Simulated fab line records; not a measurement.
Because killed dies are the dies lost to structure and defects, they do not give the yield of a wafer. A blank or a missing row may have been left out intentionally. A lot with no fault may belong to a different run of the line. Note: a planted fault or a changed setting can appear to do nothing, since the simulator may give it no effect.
Which tool was responsible? -- flow nand harc -- Sampling: 11 lots, 33 wafers, 6 of 1302 route steps

## WHAT EACH GAUGE READ, for each wafer
NHARC_P_GATE_CD_MEAS_46 targets a cd of 720 nm. Usual: cd nm reads 720.2 nm (standard deviation 1.5).
lot,measured,on,cd nm (nm),flag
L920,day 6 18:16,cd sem-01,718.0 717.1 716.2,
L919,day 6 20:11,cd sem-03,719.8 720.0 718.4,
L922,day 7 19:13,cd sem-02,722.5 719.5 720.2,
L923,day 8 00:35,cd sem-03,714.0 713.9 712.5,OFF
L924,day 8 05:21,cd sem-03,718.0 718.4 718.6,
L933,day 12 06:10,cd sem-03,720.8 720.7 721.2,
L934,day 12 16:49,cd sem-03,722.4 720.5 720.8,
L937,day 13 14:09,cd sem-03,720.8 722.5 722.5,
L936,day 13 14:26,cd sem-03,718.9 720.1 720.2,
L938,day 14 02:19,cd sem-02,720.5 719.4 721.6,
L940,day 15 05:10,cd sem-01,715.9 718.4 718.5,

NHARC_END_SORT_01. Usual: killed at array 54, standard deviation 23; killed at other 1.2, standard deviation 1.5; killed at periphery 3.9, standard deviation 2.5; killed dies 59, standard deviation 23; killed open 3.2, standard deviation 1.7; killed short 2.4, standard deviation 1.6.
lot,measured,on,killed at array,killed at other,killed at periphery,killed dies,killed open,killed short,flag
L920,day 25 11:55,prober-01,19 15 23,1 1 1,6 0 3,26 16 27,6 0 3,8 3 3,
L923,day 27 08:31,prober-02,25 19 24,2 5 1,2 3 1,29 27 26,3 2 3,1 0 2,
L937,day 33 03:50,prober-02,58 43 41,0 1 0,5 3 3,63 47 44,4 1 3,1 2 1,
L938,day 33 03:00,prober-01,53 54 42,2 0 0,3 3 6,58 57 48,3 2 6,4 4 3,
L940,day 34 15:03,prober-02,66 52 63,0 1 0,0 0 3,66 53 66,1 1 2,3 2 0,

## EACH LOT AND THE TOOL THAT RAN IT (in order: tool; ch and the chambers of the sampled wafers; start)
lot,NHARC_P_GATE_ETCHBACK_37,NHARC_P_GATE_STRIP_101,NHARC_P_GATE_EXPOSE_43,NHARC_P_GATE_DESCUM_48
L920,"rie diel-13 ch 0,1,2, day 6 17:28 or earlier","rie diel-13 ch 1,2,3, day 6 17:28","krf scanner-02 ch 0, day 6 18:06","rie diel-07 ch 0,2,3, day 6 18:28"
L919,"rie diel-07 ch 0,3, day 6 19:16 or earlier","rie diel-07 ch 0,3, day 6 19:16","krf scanner-04 ch 0, day 6 20:02","rie diel-07 ch 0,1,2, day 6 20:22"
L922,"rie diel-13 ch 1,2,3, day 7 18:26 or earlier","rie diel-13 ch 0,2,3, day 7 18:26","krf scanner-03 ch 0, day 7 19:04","rie diel-07 ch 1,3, day 7 19:23"
L923,"rie diel-10 ch 0,1,2, day 7 23:39 or earlier","rie diel-10 ch 1,2, day 7 23:39","krf scanner-04 ch 0, day 8 00:26","rie diel-07 ch 0,1,2, day 8 00:46"
L924,"rie diel-07 ch 0,2,3, day 8 04:29 or earlier","rie diel-07 ch 1,2,3, day 8 04:29","krf scanner-04 ch 0, day 8 05:12","rie diel-07 ch 0,2,3, day 8 05:31"
L933,"rie diel-10 ch 1,3, day 12 05:14 or earlier","rie diel-10 ch 0,2, day 12 05:14","krf scanner-04 ch 0, day 12 06:01","rie diel-10 ch 0,1,2, day 12 06:21"
L934,"rie diel-10 ch 0,2,3, day 12 16:01 or earlier","rie diel-10 ch 1,2,3, day 12 16:01","krf scanner-04 ch 0, day 12 16:39","rie diel-07 ch 1,2,3, day 12 16:59"
L937,"rie diel-13 ch 0,2,3, day 13 13:14 or earlier","rie diel-13 ch 0,2,3, day 13 13:14","krf scanner-03 ch 0, day 13 14:00","rie diel-13 ch 1,2,3, day 13 14:19"
L936,"rie diel-10 ch 0,1, day 13 13:31 or earlier","rie diel-10 ch 0,1, day 13 13:31","krf scanner-02 ch 0, day 13 14:17","rie diel-13 ch 0,1,3, day 13 14:37"
L938,"rie diel-13 ch 0,1,2, day 14 01:24 or earlier","rie diel-13 ch 1,2,3, day 14 01:24","krf scanner-04 ch 0, day 14 02:09","rie diel-07 ch 0,1,3, day 14 02:28"
L940,"rie diel-13 ch 0,2,3, day 15 04:14 or earlier","rie diel-13 ch 0,1,2, day 15 04:14","krf scanner-02 ch 0, day 15 05:01","rie diel-13 ch 0,1,3, day 15 05:21"
- NHARC_P_GATE_ETCHBACK_37: etches the open film in CHF3/O2, target depth 34.5 nm, time 17.2 s.
- NHARC_P_GATE_STRIP_101: strips in O2, time 20 s.
- NHARC_P_GATE_EXPOSE_43: exposes mask P NSD, target cd 720 nm.
- NHARC_P_GATE_DESCUM_48: chemistry O2, time 3 s.

## WHAT THE TOOLS THEMSELVES READ (means of the sampled wafers that have a number; where no wafer has one, the mark that the record gives instead)
NHARC_P_GATE_ETCHBACK_37. Usual: drypump motor current A 5.7 A, standard deviation 0.42; oes product au 0.95 a.u., standard deviation 0.033; rf vpp V 371.5 V, standard deviation 2.1; showerhead plenum p Torr 2.45 Torr, standard deviation 0.087; throttle valve pct 20.572 %, standard deviation 0.0084.
lot,tool,drypump motor current A (A),oes product au (a.u.),rf vpp V (V),showerhead plenum p Torr (Torr),throttle valve pct (%),flag
L920,rie diel-13,5.5,0.94,372.3,2.50,20.573,
L919,rie diel-07,6.0,0.94,371.4,2.44,20.562,
L922,rie diel-13,5.4,0.94,373.3,2.52,20.571,
L923,rie diel-10,5.9,1.00,371.9,2.44,20.571,
L924,rie diel-07,5.7,0.91,370.3,2.40,20.563,
L933,rie diel-10,5.9,0.99,370.3,2.38,20.567,
L934,rie diel-10,5.7,0.99,371.9,2.49,20.571,
L937,rie diel-13,5.7,0.92,372.3,2.47,20.572,
L936,rie diel-10,5.8,0.92,369.9,2.36,20.580,
L938,rie diel-13,5.6,0.94,372.6,2.50,20.567,
L940,rie diel-13,5.7,1.00,371.9,2.47,20.570,

NHARC_P_GATE_STRIP_101. Usual: drypump motor current A 5.7 A, standard deviation 0.41; oes product au 0.998 a.u., standard deviation 0.0077; rf vpp V 57.9 V, standard deviation 0.86; showerhead plenum p Torr 3.60 Torr, standard deviation 0.12; throttle valve pct 17.037 %, standard deviation 0.0095.
lot,tool,drypump motor current A (A),oes product au (a.u.),rf vpp V (V),showerhead plenum p Torr (Torr),throttle valve pct (%),flag
L920,rie diel-13,5.5,1.002,58.1,3.70,17.029,
L919,rie diel-07,6.0,0.995,57.8,3.58,17.041,
L922,rie diel-13,5.7,1.006,58.6,3.63,17.038,
L923,rie diel-10,6.2,1.001,58.2,3.64,17.043,
L924,rie diel-07,5.6,1.002,57.9,3.56,17.042,
L933,rie diel-10,5.7,0.993,58.3,3.63,17.038,
L934,rie diel-10,5.9,0.990,58.4,3.60,17.036,
L937,rie diel-13,5.7,1.004,57.5,3.63,17.029,
L936,rie diel-10,5.7,0.995,58.5,3.53,17.033,
L938,rie diel-13,5.5,1.002,57.2,3.70,17.040,
L940,rie diel-13,5.6,0.999,57.1,3.67,17.028,

NHARC_P_GATE_DESCUM_48. Usual: drypump motor current A 5.7 A, standard deviation 0.43; oes product au 0.997 a.u., standard deviation 0.0072; rf vpp V 57.8 V, standard deviation 0.89; showerhead plenum p Torr 1.94 Torr, standard deviation 0.071; throttle valve pct 11.311 %, standard deviation 0.009.
lot,tool,drypump motor current A (A),oes product au (a.u.),rf vpp V (V),showerhead plenum p Torr (Torr),throttle valve pct (%),flag
L920,rie diel-07,5.7,0.994,57.4,1.92,11.311,
L919,rie diel-07,5.8,1.003,57.1,1.87,11.310,
L922,rie diel-07,6.0,0.999,58.1,1.92,11.314,
L923,rie diel-07,5.8,0.994,58.0,1.87,11.320,
L924,rie diel-07,5.7,0.997,57.3,1.91,11.322,
L933,rie diel-10,5.9,0.997,57.9,1.94,11.312,
L934,rie diel-07,5.6,0.991,58.2,1.93,11.300,
L937,rie diel-13,5.5,1.004,58.2,2.01,11.299,
L936,rie diel-13,5.8,0.989,57.7,1.99,11.316,
L938,rie diel-07,6.1,0.992,57.6,1.90,11.309,
L940,rie diel-13,5.8,0.998,58.4,1.99,11.310,

## THE ANSWER, worked out from the rows above alone
Rule: take the mean of a lot's wafers that have a number; if it is more than 3 standard deviations from the usual mean, the lot is off. Also off: a lot with no number at a reading for which 4 or more lots have one. The other lots that the step has rows for count as sound. First the gauges in route order, then the tools' own readings, where a lot's mean is used as printed above. The first step at which some lot is off is used, and at that step the reading that is off furthest; a lot without a number counts as furthest.
Off: L923 (NHARC_P_GATE_CD_MEAS_46, cd nm).
If a tool, at a process step before that reading, ran all the lots that are off and no sound lot after the first of them, it fits. Gauges at NHARC_P_GATE_CD_MEAS_46: tried the same way as those tools. NHARC_P_GATE_ETCHBACK_37: start missing for some lots; hours and lot order therefore follow NHARC_P_GATE_STRIP_101. None of those tried fits.

## WHAT THE SIMULATOR HAD INSERTED
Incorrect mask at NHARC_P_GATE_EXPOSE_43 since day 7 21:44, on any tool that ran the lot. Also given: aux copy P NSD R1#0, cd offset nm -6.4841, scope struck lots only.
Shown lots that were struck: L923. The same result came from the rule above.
